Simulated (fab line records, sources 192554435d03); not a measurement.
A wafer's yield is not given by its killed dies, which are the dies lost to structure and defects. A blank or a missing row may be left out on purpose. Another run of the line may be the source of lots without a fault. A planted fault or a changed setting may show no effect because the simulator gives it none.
fab line records -- flow n5-finfet -- part 2 of 2: steps 26 to 32 of 32
record: lots: 5, wafers: 15, last-day: 16
route steps=1938 shown BEOL_M0_SAQP@683 BEOL_M0_CUTY@701
lots with no fault: from the same line, run without faults
start-h: hours from the record's first day to the start of the lot's first wafer shown -- wait-h: how many hours have passed since the lot's step before this one -- " identical to the entry in the row above -- L1.1+2: one row covering several wafers at once -- - either no value or no given start -- * or withheld: withheld -- < > ~ a bound
route shown NAME@n: NAME is a module with steps in the file, n the number in the route of the first one -- usual: the fault-free wafers' mean and standard deviation -- same: alike in all rows -- chamber/n: place in a boat -- sites: readings site by site -- _std_site: their standard deviation -- _edge_site: mean of outer sites minus mean of inner sites -- radius-mm: for every site, how far away it sits from the centre of the wafer -- mask NAME#n: copy n -- behind: tool/chamber where the wafer was last shaped -- hold: reason for holding the lot/hours on hold/outcome of the hold -- device: transistor that didn't switch, given as n, p or np -- end of line: the tests these same wafers got at the end of their route -- a step without rows: its recipe alone -- killed: the dies lost at the first sort to structure and to defects; this is not the yield of the wafer -- map: a wafer's dies, marking killed ones x, the rest . and places with no die _
set.NAME: the setting the step ran with; set.NAME@STEP: the setting that earlier step ran with -- model.NAME: the simulator's own value behind a step, which no gauge read
a table for each step, a row for each wafer; lots at some steps of the route
services: from which hour (start-h, from the record's first day; less than 0 if before it) a tool's chamber was out of use, for how many hours, and why
== steps ==
step: N5_BEOL_M0_CUTY_CD_MEAS_57
recipe: target-cd-nm: 200, landing-energy-ev: 500, detector: se-inlens, polarity: line
usual: cd-nm: 199.9/0.97
lot.wafer,tool,chamber,start-h,wait-h,cd-nm
L074.1,cd-sem-02,0,119.14,-,197.8
L074.3,cd-sem-02,0,119.14,-,199.1
L074.4,cd-sem-02,0,119.14,-,198.4
L079.1,cd-sem-01,0,143.43,-,198.6
L079.2,cd-sem-01,0,143.43,-,198.7
L079.4,cd-sem-01,0,143.43,-,198.1
L082.1,cd-sem-01,0,160.03,-,200.4
L082.4,cd-sem-01,0,160.03,-,198.9
L082.5,cd-sem-01,0,160.03,-,200.1
L088.1,cd-sem-01,0,220.14,-,199.9
L088.3,cd-sem-01,0,220.14,-,201.6
L088.4,cd-sem-01,0,220.14,-,200.8
L090.1,cd-sem-02,0,222.42,-,200.0
L090.3,cd-sem-02,0,222.42,-,200.4
L090.6,cd-sem-02,0,222.42,-,201.1
step: N5_BEOL_M0_CUTY_OVL_MEAS_58
recipe: points-per-wafer: 44
usual: M0_ABLK_OVL: 0.0/0.73
lot.wafer,tool,chamber,start-h,wait-h,M0_ABLK_OVL[nm]
L074.1,overlay-02,0,119.17,0.0,0.5
L074.3,overlay-02,0,119.17,0.0,0.5
L074.4,overlay-02,0,119.17,0.0,0.7
L079.1,overlay-01,0,143.46,0.0,-0.1
L079.2,overlay-01,0,143.46,0.0,-0.6
L079.4,overlay-01,0,143.46,0.0,0.0
L082.1,overlay-01,0,160.06,0.0,0.0
L082.4,overlay-01,0,160.06,0.0,0.6
L082.5,overlay-01,0,160.06,0.0,0.3
L088.1,overlay-02,0,220.17,0.0,0.5
L088.3,overlay-02,0,220.17,0.0,0.8
L088.4,overlay-02,0,220.17,0.0,0.5
L090.1,overlay-02,0,222.45,0.0,0.3
L090.3,overlay-02,0,222.45,0.0,1.2
L090.6,overlay-02,0,222.45,0.0,0.1
step: N5_BEOL_M0_CUTY_INSPECT_59
recipe: mode: adi, inspect-instrument: macro
usual: raw-defect-count: 2.0/1.3
lot.wafer,tool,chamber,start-h,wait-h,raw-defect-count
L074.1,defect-inspect-02,-,119.20,0.0,3
L074.3,defect-inspect-02,-,119.20,0.0,1
L074.4,defect-inspect-02,-,119.20,0.0,1
L079.1,defect-inspect-01,-,143.49,0.0,1
L079.2,defect-inspect-01,-,143.49,0.0,3
L079.4,defect-inspect-01,-,143.49,0.0,2
L082.1,defect-inspect-01,-,160.08,0.0,3
L082.4,defect-inspect-01,-,160.08,0.0,2
L082.5,defect-inspect-01,-,160.08,0.0,3
L088.1,defect-inspect-02,-,220.20,0.0,3
L088.3,defect-inspect-02,-,220.20,0.0,3
L088.4,defect-inspect-02,-,220.20,0.0,1
L090.1,defect-inspect-01,-,222.48,0.0,1
L090.3,defect-inspect-01,-,222.48,0.0,0
L090.6,defect-inspect-01,-,222.48,0.0,1
step: N5_BEOL_M0_CUTY_DESCUM_61
recipe: chemistry: O2, time-s: 7.9, source-power-w: 50, bias-power-w: 20, pressure-mtorr: 20, rf-frequency-hz: 2.712e+07, temp-c: 40, resist: CAR-ArF-block, o2-flow-sccm: 225
usual: drypump-motor-current-A: 5.7/0.49, oes-product-au: 0.79/0.084, rf-vpp-V: 243.5/1.5, showerhead-plenum-p-Torr: 2.12/0.081, throttle-valve-pct: 20.3/0.32
lot.wafer,tool,chamber,start-h,wait-h,drypump-motor-current-A,oes-product-au,rf-hours-counter-h,rf-vpp-V,showerhead-plenum-p-Torr,throttle-valve-pct
L074.1,rie-diel-02,0,119.35,0.1,5.7,0.86,49,242.4,2.05,20.1
L074.3,rie-diel-02,1,119.35,0.1,6.0,0.72,194,243.8,2.17,20.5
L074.4,rie-diel-02,2,119.35,0.1,5.4,0.91,21,245.3,2.25,20.1
L079.1,rie-diel-02,0,143.52,0.0,5.7,0.85,56,240.2,2.04,20.1
L079.2,rie-diel-02,1,143.52,0.0,6.0,0.72,202,243.9,2.16,20.5
L079.4,rie-diel-02,3,143.52,0.0,5.8,0.81,98,245.9,2.10,20.1
L082.1,rie-diel-02,0,160.22,0.1,5.7,0.85,61,241.9,2.04,20.1
L082.4,rie-diel-02,2,160.22,0.1,5.3,0.88,34,246.0,2.25,20.1
L082.5,rie-diel-02,1,160.22,0.1,6.0,0.71,-,244.1,2.16,20.5
L088.1,rie-diel-02,0,220.23,0.0,5.7,0.82,85,242.0,2.03,20.1
L088.3,rie-diel-02,2,220.23,0.0,5.3,0.86,52,244.3,2.24,20.1
L088.4,rie-diel-02,1,220.23,0.0,6.0,0.70,232,244.7,2.15,20.6
L090.1,rie-diel-06,2,223.31,0.8,6.5,0.70,233,239.5,1.99,21.1
L090.3,rie-diel-06,3,223.31,0.8,6.6,0.70,222,244.2,2.18,20.9
L090.6,rie-diel-06,0,223.31,0.8,5.0,0.88,-,246.8,2.22,20.1
step: N5_BEOL_M0_CUTY_ETCH_62
recipe: chemistry: CF4, target: SiARC, mask-material: CAR-ArF-block, time-s: 58.5, ion-energy-ev: 80, pressure-mtorr: 40, source-w: 545, bias-w: 36, Ar_flow_sccm: 100, cf4-flow-sccm: 100, ends: cleared
usual: drypump-motor-current-A: 5.7/0.49, etch-rf-on-time-s: 58.7/1.5, oes-product-au: 0.68/0.071, rf-vpp-V: 184.4/1.2, showerhead-plenum-p-Torr: 2.17/0.07, throttle-valve-pct: 15.5/0.32
lot.wafer,tool,chamber,start-h,wait-h,drypump-motor-current-A,etch-rf-on-time-s,oes-product-au,rf-hours-counter-h,rf-vpp-V,showerhead-plenum-p-Torr,throttle-valve-pct
L074.1,rie-diel-02,0,119.38,0.0,5.7,56.8,0.74,49,182.2,2.10,15.2
L074.3,rie-diel-02,1,119.38,0.0,6.0,59.5,0.61,194,183.9,2.20,15.7
L074.4,rie-diel-02,2,119.38,0.0,5.4,60.3,0.77,21,183.9,2.27,15.1
L079.1,rie-diel-02,0,143.56,0.0,5.7,56.3,0.75,56,184.9,2.10,15.2
L079.2,rie-diel-02,1,143.56,0.0,6.0,58.4,0.61,202,184.5,2.20,15.7
L079.4,rie-diel-02,3,143.56,0.0,5.8,56.9,0.70,98,184.0,2.16,15.4
L082.1,rie-diel-02,0,160.25,0.0,5.7,56.7,0.73,61,182.7,2.10,15.2
L082.4,rie-diel-02,2,160.25,0.0,5.3,59.8,0.75,34,185.5,2.27,15.1
L082.5,rie-diel-02,1,160.25,0.0,6.0,58.9,0.61,-,184.2,2.20,15.7
L088.1,rie-diel-02,0,220.27,0.0,5.7,56.0,0.71,85,183.1,2.09,15.3
L088.3,rie-diel-02,2,220.27,0.0,5.4,59.2,0.74,52,185.3,2.26,15.1
L088.4,rie-diel-02,1,220.27,0.0,6.0,58.6,0.60,232,184.7,2.19,15.7
L090.1,rie-diel-06,2,223.35,0.0,6.4,57.4,0.60,233,183.0,2.04,16.3
L090.3,rie-diel-06,3,223.35,0.0,6.6,59.8,0.60,222,184.6,2.20,15.9
L090.6,rie-diel-06,0,223.35,0.0,5.0,57.5,0.75,-,187.8,2.26,15.3
step: N5_BEOL_M0_CUTY_ETCH_63
recipe: chemistry: N2/H2, target: SOC, target-depth-a: 827, overetch-a: 165, mask-material: SiARC, temp-c: 40, ion-energy-ev: 200, time-s: 124, pressure-mtorr: 30, source-w: 840, bias-w: 150, n2-flow-sccm: 200, h2-flow-sccm: 200
usual: drypump-motor-current-A: 5.7/0.49, oes-product-au: 0.65/0.067, rf-vpp-V: 524.6/2.5, showerhead-plenum-p-Torr: 2.57/0.092, throttle-valve-pct: 17.6/0.31
lot.wafer,tool,chamber,start-h,wait-h,drypump-motor-current-A,oes-product-au,rf-hours-counter-h,rf-vpp-V,showerhead-plenum-p-Torr,throttle-valve-pct
L074.1,rie-diel-02,0,119.43,0.0,5.7,0.70,49,522.8,2.48,17.3
L074.3,rie-diel-02,1,119.43,0.0,6.0,0.60,194,526.9,2.63,17.9
L074.4,rie-diel-02,2,119.43,0.0,5.3,0.76,21,527.0,2.70,17.2
L079.1,rie-diel-02,0,143.60,0.0,5.7,0.69,56,523.1,2.47,17.3
L079.2,rie-diel-02,1,143.60,0.0,6.0,0.59,202,524.9,2.63,18.0
L079.4,rie-diel-02,3,143.60,0.0,5.8,0.67,98,524.1,2.57,17.6
L082.1,rie-diel-02,0,160.30,0.0,5.7,0.69,61,521.4,2.47,17.3
L082.4,rie-diel-02,2,160.30,0.0,5.4,0.74,34,529.1,2.69,17.2
L082.5,rie-diel-02,1,160.30,0.0,6.0,0.59,-,526.1,2.62,18.0
L088.1,rie-diel-02,0,220.31,0.0,5.7,0.67,85,521.2,2.46,17.4
L088.3,rie-diel-02,2,220.31,0.0,5.3,0.71,52,526.8,2.69,17.3
L088.4,rie-diel-02,1,220.31,0.0,6.1,0.58,232,527.0,2.61,18.0
L090.1,rie-diel-06,2,223.39,0.0,6.5,0.57,233,521.6,2.40,18.3
L090.3,rie-diel-06,3,223.39,0.0,6.7,0.58,222,525.3,2.60,17.9
L090.6,rie-diel-06,0,223.39,0.0,5.0,0.72,-,528.9,2.70,17.4
step: N5_BEOL_M0_CUTY_STRIP_64
recipe: chemistry: N2/H2, temp-c: 40, n2-flow-sccm: 200, h2-flow-sccm: 200, rf-frequency-hz: 6e+07
lot.wafer,tool,chamber,start-h,wait-h
L074.1+3+4,rie-diel-02,"0,1,2",119.54,0.1
L079.1+2+4,rie-diel-02,"0,1,3",143.72,0.1
L082.1+4+5,rie-diel-02,"0,2,1",160.41,0.1
L088.1+3+4,rie-diel-02,"0,2,1",220.42,0.1
L090.1+3+6,rie-diel-06,"2,3,0",223.51,0.1
== services ==
tool,chamber,start-h,hours,kind
arfi-scanner-01,-,95.18,3.9,pm
arfi-scanner-03,-,100.50,0.8,pm
euv-scanner-01,-,104.93,1.0,pm
arfi-scanner-03,-,114.28,1.0,pm
rie-diel-02,0,122.41,2.5,repair
euv-scanner-02,-,127.40,1.0,pm
arfi-scanner-01,-,135.27,0.8,pm
rie-diel-04,1,136.39,8.7,repair
arfi-scanner-01,-,143.97,1.1,repair
arfi-scanner-03,-,150.15,1.3,pm
rie-diel-02,0,151.41,1.6,repair
euv-scanner-01,-,161.08,1.0,pm
rie-diel-06,2,168.37,33.9,repair
euv-scanner-01,-,169.90,0.5,repair
euv-scanner-01,-,176.57,0.7,repair
arfi-scanner-03,-,179.54,1.0,pm
arfi-scanner-01,-,183.33,1.3,pm
euv-scanner-02,-,183.55,1.0,pm
rie-diel-01,1,186.61,6.5,repair
ald-sin-03,3,187.19,13.1,repair
rie-diel-06,-,195.13,28.1,pm
rie-diel-04,3,198.65,1.7,repair
euv-scanner-01,-,206.15,12.0,pm
rie-diel-01,1,218.33,2.2,repair
